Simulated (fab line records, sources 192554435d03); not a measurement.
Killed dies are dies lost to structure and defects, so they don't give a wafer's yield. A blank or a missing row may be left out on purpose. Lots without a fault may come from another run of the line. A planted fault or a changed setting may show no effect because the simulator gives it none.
Split-lot experiment | flow n5_finfet | 7 lots, 39 wafers read, on a route of 1938 steps

THE SPLIT
At N5_HKMG_FIN_ETCH_35 (etches SOC in N2/H2, target depth 215.8 nm, time 243.4 s), the setting source_w was moved away from the recipe's 3000 W on 12 of the 39 wafers read, by -18.5% to +13.4%. The other wafers ran this setting at the recipe's value.

The reading is taken at the split's own step.

THE READING
rf_vpp_V, in V, at N5_HKMG_FIN_ETCH_35 (etches SOC in N2/H2, target depth 215.8 nm, time 243.4 s). Fault-free wafers of this fab line usually give 141.9 V, standard deviation 0.96 V.

wafer  | tool, chamber at the split | source_w as run, W | against the recipe | rf_vpp_V, V | against lot-mates on the recipe
L077.1 | rie_diel-06, 0             | 2452               | -18.3%             | 149.9       | +6.6
L077.2 | rie_diel-06, 1             | 3000               | recipe             | 144.0       | -
L077.3 | rie_diel-06, 2             | 2452               | -18.3%             | 152.5       | +9.2
L077.4 | rie_diel-06, 3             | 3000               | recipe             | 143.8       | -
L077.5 | rie_diel-06, 3             | 3000               | recipe             | 142.1       | -
L077.6 | rie_diel-06, 2             | 2452               | -18.3%             | 152.8       | +9.5
L080.1 | rie_diel-06, 1             | 3000               | recipe             | 141.5       | -
L080.2 | rie_diel-06, 0             | 3000               | recipe             | 139.9       | -
L080.3 | rie_diel-06, 2             | 3401               | +13.4%             | 135.9       | -5.3
L080.4 | rie_diel-06, 0             | 3401               | +13.4%             | 133.8       | -7.4
L080.5 | rie_diel-06, 2             | 3401               | +13.4%             | 135.3       | -5.9
L080.6 | rie_diel-06, 1             | 3000               | recipe             | 142.1       | -
L082.1 | rie_diel-04, 1             | 3000               | recipe             | 142.2       | -
L082.2 | rie_diel-04, 3             | 3000               | recipe             | 140.4       | -
L082.3 | rie_diel-04, 0             | 3000               | recipe             | 141.8       | -
L082.4 | rie_diel-04, 2             | 3000               | recipe             | 142.4       | -
L082.5 | rie_diel-04, 1             | 3000               | recipe             | 141.4       | -
L082.6 | rie_diel-04, 0             | 3000               | recipe             | 142.7       | -
L089.1 | rie_diel-06, 2             | 3000               | recipe             | 141.3       | -
L089.2 | rie_diel-06, 0             | 3000               | recipe             | 140.0       | -
L089.3 | rie_diel-06, 3             | 2653               | -11.6%             | 148.4       | +7.3
L089.4 | rie_diel-06, 2             | 2653               | -11.6%             | 148.9       | +7.8
L089.5 | rie_diel-06, 3             | 3000               | recipe             | 141.9       | -
L089.6 | rie_diel-06, 0             | 2653               | -11.6%             | 147.1       | +6.0
L091.2 | rie_diel-04, 3             | 3000               | recipe             | 141.7       | -
L091.4 | rie_diel-04, 0             | 3000               | recipe             | 142.5       | -
L091.6 | rie_diel-04, 1             | 3000               | recipe             | 143.2       | -
L093.1 | rie_diel-06, 1             | 3000               | recipe             | 141.4       | -
L093.2 | rie_diel-06, 0             | 3000               | recipe             | 139.5       | -
L093.3 | rie_diel-06, 3             | 3000               | recipe             | 140.8       | -
L093.4 | rie_diel-06, 2             | 3000               | recipe             | 142.2       | -
L093.5 | rie_diel-06, 3             | 3000               | recipe             | 141.3       | -
L093.6 | rie_diel-06, 2             | 3000               | recipe             | 141.2       | -
L095.1 | rie_diel-06, 1             | 2446               | -18.5%             | 153.3       | +11.8
L095.2 | rie_diel-06, 0             | 3000               | recipe             | 139.7       | -
L095.3 | rie_diel-06, 3             | 3000               | recipe             | 142.0       | -
L095.4 | rie_diel-06, 2             | 2446               | -18.5%             | 153.3       | +11.8
L095.5 | rie_diel-06, 0             | 2446               | -18.5%             | 151.6       | +10.1
L095.6 | rie_diel-06, 1             | 3000               | recipe             | 142.9       | -

THE FIT
A straight line over all 39 wafers: rf_vpp_V changes by -0.554 V for each +1% of source_w; r = -0.97; the points scatter about the line by 1.1 V.
The same after taking each lot's own level away (the mean of its wafers on the recipe; 39 wafers): -0.526 V for each +1%; r = -0.97; scatter 1.1 V.
On that fit, the largest move of source_w shifts the reading by 9.7 V.
The lots' own levels span 141.07 to 143.30 V, that is 2.3 times the standard deviation above.
So the lot-to-lot level changes the slope little: the two slopes agree.
Check: with one of the wafers moved furthest among these (-18.5%) left out of the fit, the line predicts +9.63 V for it against its lot-mates. It came out at +11.8 V against them.
Tool readings at the split's step, against how far the setting was moved: rf_vpp_V r = -0.97.

OTHER SPLITS ON THESE WAFERS
These wafers also went through other splits before the reading. Each is held against what the fit with the lots' levels taken away leaves over:
other split on the same wafers             | wafers away from the commonest value | r with rf_vpp_V (lot level and that fit taken away)
N5_FIN_SAQP_MANDREL_ETCH_22 target_depth_a | 15                                   | +0.00
N5_FIN_CUT_CUT_ETCH_26 target_depth_a      | 9                                    | +0.05
N5_DUMMY_GATE_EXPOSE_12 dose_mj            | 15                                   | -0.01

THE WHOLE CHAIN: every reading that the file lists as answering this split, in the file's order
step                | what it does                                             | reading                                                                         | change (the file's fit)              | r (the file's)
N5_HKMG_FIN_ETCH_35 | etches SOC in N2/H2, target depth 215.8 nm, time 243.4 s | rf_vpp_V                                                                        | -0.533 V for each +1% of the setting | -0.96
N5_HKMG_FIN_ETCH_35 | etches SOC in N2/H2, target depth 215.8 nm, time 243.4 s | HKMG_FIN.feature_depth_nm (the simulator's own value, which no gauge read)      | +1.91 nm for each +1% of the setting | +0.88
N5_HKMG_FIN_ETCH_35 | etches SOC in N2/H2, target depth 215.8 nm, time 243.4 s | etch.depth_nm (the simulator's own value, which no gauge read)                  | +1.91 nm for each +1% of the setting | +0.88
N5_HKMG_FIN_ETCH_35 | etches SOC in N2/H2, target depth 215.8 nm, time 243.4 s | SOC_of_HKMG_FIN_COAT_29.thk_nm (the simulator's own value, which no gauge read) | -1.89 nm for each +1% of the setting | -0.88

THE FILE'S OWN FIT
rf_vpp_V changes by -0.533 V for each +1% of source_w, r = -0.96.
